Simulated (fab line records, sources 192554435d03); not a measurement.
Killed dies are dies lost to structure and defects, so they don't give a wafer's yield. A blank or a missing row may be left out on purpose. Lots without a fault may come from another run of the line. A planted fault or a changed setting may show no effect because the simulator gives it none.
Chamber matching | flow n5_finfet | N5_BEOL_M11_STRIP_67 on rie_diel-06: 4 sister chambers
The step strips in CF4. 20 wafers are shown with their chamber, then 10 later ones without.

WAFERS WITH THEIR CHAMBER
wafer  | chamber | showerhead_plenum_p_Torr (Torr) | throttle_valve_pct (%) | drypump_motor_current_A (A)
L077.2 | 3       | 1.81                            | 13.38                  | 6.1
L077.3 | 0       | 1.78                            | 13.81                  | 5.8
L077.5 | 0       | 1.78                            | 13.83                  | 5.8
L075.2 | 0       | 1.78                            | 13.85                  | 5.8
L075.3 | 1       | 1.87                            | 13.39                  | 5.6
L075.4 | 3       | 1.81                            | 13.39                  | 6.1
L080.2 | 3       | 1.81                            | 13.41                  | 6.0
L080.4 | 2       | 1.78                            | 13.15                  | 5.5
L080.5 | 2       | 1.78                            | 13.13                  | 5.6
L082.3 | 2       | 1.78                            | 13.15                  | 5.5
L082.4 | 3       | 1.81                            | 13.40                  | 6.1
L082.6 | 2       | 1.78                            | 13.14                  | 5.5
L079.4 | 2       | 1.78                            | 13.16                  | 5.5
L079.5 | 0       | 1.78                            | 13.84                  | 5.8
L079.6 | 3       | 1.81                            | 13.41                  | 6.0
L081.3 | 1       | 1.86                            | 13.44                  | 5.6
L081.5 | 1       | 1.86                            | 13.44                  | 5.6
L081.6 | 2       | 1.78                            | 13.16                  | 5.5
L085.2 | 3       | 1.80                            | 13.44                  | 6.0
L085.3 | 2       | 1.78                            | 13.18                  | 5.5

SIGNATURES (means of the wafers above)
reading                  | chamber 0 | chamber 1 | chamber 2 | chamber 3 | scatter within a chamber
showerhead_plenum_p_Torr | 1.7800    | 1.8633    | 1.7800    | 1.8083    | 0.00306
throttle_valve_pct       | 13.8325   | 13.4233   | 13.1529   | 13.4050   | 0.0197
drypump_motor_current_A  | 5.800     | 5.600     | 5.514     | 6.050     | 0.0384
Rule: a wafer's distance from a chamber is the root of the sum, over the readings, of the square of ((its reading less the chamber's mean) divided by the reading's scatter). The wafer belongs to the nearest chamber; if the next one is less than 2 further off, it can't be placed. The scatter: the root of (the sum of the squares of (reading less its chamber's mean) over the shown wafers, divided by (wafers less chambers)).

WAFERS WITHOUT THEIR CHAMBER
wafer  | showerhead_plenum_p_Torr (Torr) | throttle_valve_pct (%) | drypump_motor_current_A (A)
L085.4 | 1.78                            | 13.88                  | 5.8
L090.3 | 1.86                            | 13.45                  | 5.5
L090.4 | 1.80                            | 13.45                  | 6.0
L090.6 | 1.86                            | 13.42                  | 5.5
L096.1 | 1.86                            | 13.47                  | 5.5
L096.2 | 1.77                            | 13.21                  | 5.6
L096.5 | 1.77                            | 13.21                  | 5.5
L093.2 | 1.86                            | 13.49                  | 5.6
L093.3 | 1.77                            | 13.90                  | 5.8
L093.6 | 1.77                            | 13.21                  | 5.5

WHICH CHAMBER EACH WENT THROUGH
wafer  | from the rows above | in truth
L085.4 | 0                   | 0
L090.3 | 1                   | 1
L090.4 | 3                   | 3
L090.6 | 1                   | 1
L096.1 | 1                   | 1
L096.2 | 2                   | 2
L096.5 | 2                   | 2
L093.2 | 1                   | 1
L093.3 | 0                   | 0
L093.6 | 2                   | 2
Placed correctly: 10 of 10. Can't be placed from these rows: 0. Placed wrongly: 0.
